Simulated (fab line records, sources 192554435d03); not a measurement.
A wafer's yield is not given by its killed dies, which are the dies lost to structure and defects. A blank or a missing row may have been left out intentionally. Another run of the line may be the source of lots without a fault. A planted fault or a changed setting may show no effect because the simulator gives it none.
Chamber matching	flow n5_finfet	3 sister chambers for N5_BEOL_M7_DEP_56 on pecvd-01
The step deposits SiCN from 3MS/NH3, target thk 10 nm, time 17.5 s. 6 wafers are shown with their chamber, then 7 later ones without.

## WAFERS PAIRED WITH THEIR CHAMBERS
wafer	chamber	throttle_valve_pct (%)	showerhead_plenum_p_Torr (Torr)
L084.4	0	8.6	3.660
L083.2	0	8.7	3.672
L083.4	2	8.4	3.680
L083.6	1	9.9	3.692
L090.3	1	10.2	3.702
L090.4	2	8.1	3.679

## WAFERS WITHOUT THEIR CHAMBER
wafer	throttle_valve_pct (%)	showerhead_plenum_p_Torr (Torr)
L090.5	8.8	3.668
L092.1	8.3	3.673
L092.2	10.0	3.709
L092.6	9.9	3.704
L094.1	8.6	3.665
L094.2	8.5	3.676
L094.5	8.4	3.670

## WHICH CHAMBER EACH WENT THROUGH
wafer	from the rows above	in truth
L090.5	0	0
L092.1	can't be placed: 2 or 0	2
L092.2	1	1
L092.6	1	1
L094.1	0	0
L094.2	can't be placed: 2 or 0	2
L094.5	can't be placed: 0 or 2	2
Placed correctly: 4 of 7. Unplaceable from these rows: 3, with the true chamber sitting among the candidates in 3. Wrongly placed: 0.
How it was worked out, from the rows above alone: a wafer's distance from a chamber is the root of the sum, over the readings, of the square of ((its reading less the chamber's mean) divided by the reading's scatter). If the next closest chamber is less than 2 further off than the closest, the wafer can't be placed; otherwise it belongs to the closest. A chamber's mean is the mean of its shown wafers. The scatter: take each reading less its chamber's mean, square it, sum over the shown wafers, divide by the number of wafers less the number of chambers, and take the root.
